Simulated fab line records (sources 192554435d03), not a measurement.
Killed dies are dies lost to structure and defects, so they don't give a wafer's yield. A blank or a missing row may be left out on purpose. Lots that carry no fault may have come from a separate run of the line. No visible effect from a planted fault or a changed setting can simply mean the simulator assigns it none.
Chamber matching / flow n5_finfet / N5_BEOL_M0_SAQP_ETCH_106 on rie_diel-03: 4 sister chambers
The step etches SOC in N2/H2, stops on SiNx, target depth 150 nm. 20 wafers are shown with their chamber, then 10 later ones without.

WAFERS PAIRED WITH THEIR CHAMBERS
wafer=L074.2; chamber=1; drypump_motor_current_A (A)=5.7; showerhead_plenum_p_Torr (Torr)=2.61; throttle_valve_pct (%)=17.58
wafer=L074.3; chamber=0; drypump_motor_current_A (A)=6.5; showerhead_plenum_p_Torr (Torr)=2.63; throttle_valve_pct (%)=17.91
wafer=L074.6; chamber=1; drypump_motor_current_A (A)=5.7; showerhead_plenum_p_Torr (Torr)=2.61; throttle_valve_pct (%)=17.58
wafer=L076.2; chamber=0; drypump_motor_current_A (A)=6.5; showerhead_plenum_p_Torr (Torr)=2.63; throttle_valve_pct (%)=17.89
wafer=L076.5; chamber=0; drypump_motor_current_A (A)=6.5; showerhead_plenum_p_Torr (Torr)=2.63; throttle_valve_pct (%)=17.91
wafer=L076.6; chamber=1; drypump_motor_current_A (A)=5.7; showerhead_plenum_p_Torr (Torr)=2.61; throttle_valve_pct (%)=17.58
wafer=L081.3; chamber=3; drypump_motor_current_A (A)=5.5; showerhead_plenum_p_Torr (Torr)=2.63; throttle_valve_pct (%)=18.04
wafer=L081.4; chamber=1; drypump_motor_current_A (A)=5.7; showerhead_plenum_p_Torr (Torr)=2.60; throttle_valve_pct (%)=17.58
wafer=L081.6; chamber=1; drypump_motor_current_A (A)=5.7; showerhead_plenum_p_Torr (Torr)=2.61; throttle_valve_pct (%)=17.62
wafer=L082.1; chamber=2; drypump_motor_current_A (A)=6.6; showerhead_plenum_p_Torr (Torr)=2.50; throttle_valve_pct (%)=17.91
wafer=L082.2; chamber=0; drypump_motor_current_A (A)=6.5; showerhead_plenum_p_Torr (Torr)=2.62; throttle_valve_pct (%)=17.93
wafer=L082.4; chamber=3; drypump_motor_current_A (A)=5.4; showerhead_plenum_p_Torr (Torr)=2.63; throttle_valve_pct (%)=18.04
wafer=L085.3; chamber=3; drypump_motor_current_A (A)=5.4; showerhead_plenum_p_Torr (Torr)=2.63; throttle_valve_pct (%)=18.02
wafer=L085.5; chamber=1; drypump_motor_current_A (A)=5.7; showerhead_plenum_p_Torr (Torr)=2.60; throttle_valve_pct (%)=17.61
wafer=L085.6; chamber=0; drypump_motor_current_A (A)=6.5; showerhead_plenum_p_Torr (Torr)=2.62; throttle_valve_pct (%)=17.94
wafer=L089.2; chamber=3; drypump_motor_current_A (A)=5.4; showerhead_plenum_p_Torr (Torr)=2.62; throttle_valve_pct (%)=18.06
wafer=L089.4; chamber=2; drypump_motor_current_A (A)=6.6; showerhead_plenum_p_Torr (Torr)=2.49; throttle_valve_pct (%)=17.93
wafer=L089.5; chamber=3; drypump_motor_current_A (A)=5.4; showerhead_plenum_p_Torr (Torr)=2.62; throttle_valve_pct (%)=18.06
wafer=L093.2; chamber=0; drypump_motor_current_A (A)=6.5; showerhead_plenum_p_Torr (Torr)=2.62; throttle_valve_pct (%)=17.57
wafer=L093.4; chamber=0; drypump_motor_current_A (A)=6.5; showerhead_plenum_p_Torr (Torr)=2.62; throttle_valve_pct (%)=17.56

SIGNATURES (averages over the wafers above)
reading=drypump_motor_current_A; chamber 0=6.500; chamber 1=5.700; chamber 2=6.600; chamber 3=5.420; scatter within a chamber=0.0224
reading=showerhead_plenum_p_Torr; chamber 0=2.6243; chamber 1=2.6067; chamber 2=2.4950; chamber 3=2.6260; scatter within a chamber=0.00545
reading=throttle_valve_pct; chamber 0=17.8157; chamber 1=17.5917; chamber 2=17.9200; chamber 3=18.0440; scatter within a chamber=0.106
Rule: for a wafer and a chamber, the distance is found by dividing, reading by reading, the gap between the wafer's reading and the chamber's mean by the reading's scatter, squaring, summing and taking the root. The wafer belongs to the nearest chamber; if the next one is less than 2 further off, it can't be placed. The scatter: the root of (the sum of the squares of (reading less its chamber's mean) over the shown wafers, divided by (wafers less chambers)).

WAFERS MISSING THEIR CHAMBER
wafer=L093.6; drypump_motor_current_A (A)=5.4; showerhead_plenum_p_Torr (Torr)=2.62; throttle_valve_pct (%)=18.06
wafer=L094.3; drypump_motor_current_A (A)=5.5; showerhead_plenum_p_Torr (Torr)=2.62; throttle_valve_pct (%)=18.06
wafer=L094.5; drypump_motor_current_A (A)=5.7; showerhead_plenum_p_Torr (Torr)=2.59; throttle_valve_pct (%)=17.63
wafer=L094.6; drypump_motor_current_A (A)=6.5; showerhead_plenum_p_Torr (Torr)=2.61; throttle_valve_pct (%)=17.58
wafer=L095.1; drypump_motor_current_A (A)=6.5; showerhead_plenum_p_Torr (Torr)=2.61; throttle_valve_pct (%)=17.59
wafer=L095.3; drypump_motor_current_A (A)=5.7; showerhead_plenum_p_Torr (Torr)=2.59; throttle_valve_pct (%)=17.65
wafer=L095.6; drypump_motor_current_A (A)=6.5; showerhead_plenum_p_Torr (Torr)=2.61; throttle_valve_pct (%)=17.58
wafer=L097.1; drypump_motor_current_A (A)=6.6; showerhead_plenum_p_Torr (Torr)=2.49; throttle_valve_pct (%)=17.51
wafer=L097.3; drypump_motor_current_A (A)=5.7; showerhead_plenum_p_Torr (Torr)=2.59; throttle_valve_pct (%)=17.66
wafer=L097.6; drypump_motor_current_A (A)=5.4; showerhead_plenum_p_Torr (Torr)=2.62; throttle_valve_pct (%)=18.09

EACH ONE'S CHAMBER
wafer=L093.6; from the rows above=3; in truth=3
wafer=L094.3; from the rows above=3; in truth=3
wafer=L094.5; from the rows above=1; in truth=1
wafer=L094.6; from the rows above=0; in truth=0
wafer=L095.1; from the rows above=0; in truth=0
wafer=L095.3; from the rows above=1; in truth=1
wafer=L095.6; from the rows above=0; in truth=0
wafer=L097.1; from the rows above=2; in truth=2
wafer=L097.3; from the rows above=1; in truth=1
wafer=L097.6; from the rows above=3; in truth=3
Correct placement for 10 of the 10. From these rows, 0 cannot be placed. Number placed wrongly: 0.
